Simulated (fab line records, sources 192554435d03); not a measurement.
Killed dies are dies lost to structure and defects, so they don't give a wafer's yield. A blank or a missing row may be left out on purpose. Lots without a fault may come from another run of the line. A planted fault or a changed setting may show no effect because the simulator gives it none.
Chamber matching | flow n5_finfet | N5_HKMG_FIN_CVD_62 on thermal_cvd_si-01: 3 sister chambers
The step deposits a-Si from Si2H6, target thk 3 nm, time 20.8 s. 6 wafers are shown with their chamber, then 11 later ones without.

WAFERS WITH THEIR CHAMBER
wafer  | chamber | heater_power_w (W) | chamber_pressure_Torr (Torr)
L084.4 | 1       | 1164               | 1.0018
L086.3 | 1       | 1218               | 1.0019
L086.5 | 0       | 1373               | 0.9999
L088.4 | 2       | 1202               | 0.9993
L088.6 | 0       | 1338               | 0.9989
L090.3 | 2       | 1173               | 1.0048

WAFERS WITHOUT THEIR CHAMBER
wafer  | heater_power_w (W) | chamber_pressure_Torr (Torr)
L090.4 | 1151               | 0.9993
L090.5 | 1208               | 1.0048
L092.1 | 1154               | 0.9969
L092.2 | 1362               | 0.9976
L092.3 | 1176               | 0.9982
L094.2 | 1188               | 0.9996
L094.4 | 1345               | 1.0008
L094.5 | 1223               | 1.0026
L096.2 | 1139               | 0.9972
L096.3 | 1374               | 1.0011
L096.4 | 1173               | 1.0037

WHICH CHAMBER EACH WENT THROUGH
wafer  | from the rows above     | in truth
L090.4 | can't be placed: 2 or 1 | 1
L090.5 | can't be placed: 2 or 1 | 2
L092.1 | can't be placed: 1 or 2 | 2
L092.2 | 0                       | 0
L092.3 | can't be placed: 1 or 2 | 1
L094.2 | can't be placed: 1 or 2 | 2
L094.4 | 0                       | 0
L094.5 | can't be placed: 1 or 2 | 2
L096.2 | can't be placed: 2 or 1 | 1
L096.3 | 0                       | 0
L096.4 | can't be placed: 2 or 1 | 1
Placed correctly: 3 of 11. Can't be placed from these rows: 8 (the true chamber is among the candidates in 8). Placed wrongly: 0.
How it was worked out, from the rows above alone: a wafer's distance from a chamber is the root of the sum, over the readings, of the square of ((its reading less the chamber's mean) divided by the reading's scatter). The wafer belongs to the nearest chamber; if the next one is less than 2 further off, it can't be placed. A chamber's mean is the mean of its shown wafers. The scatter: the root of (the sum of the squares of (reading less its chamber's mean) over the shown wafers, divided by (wafers less chambers)).
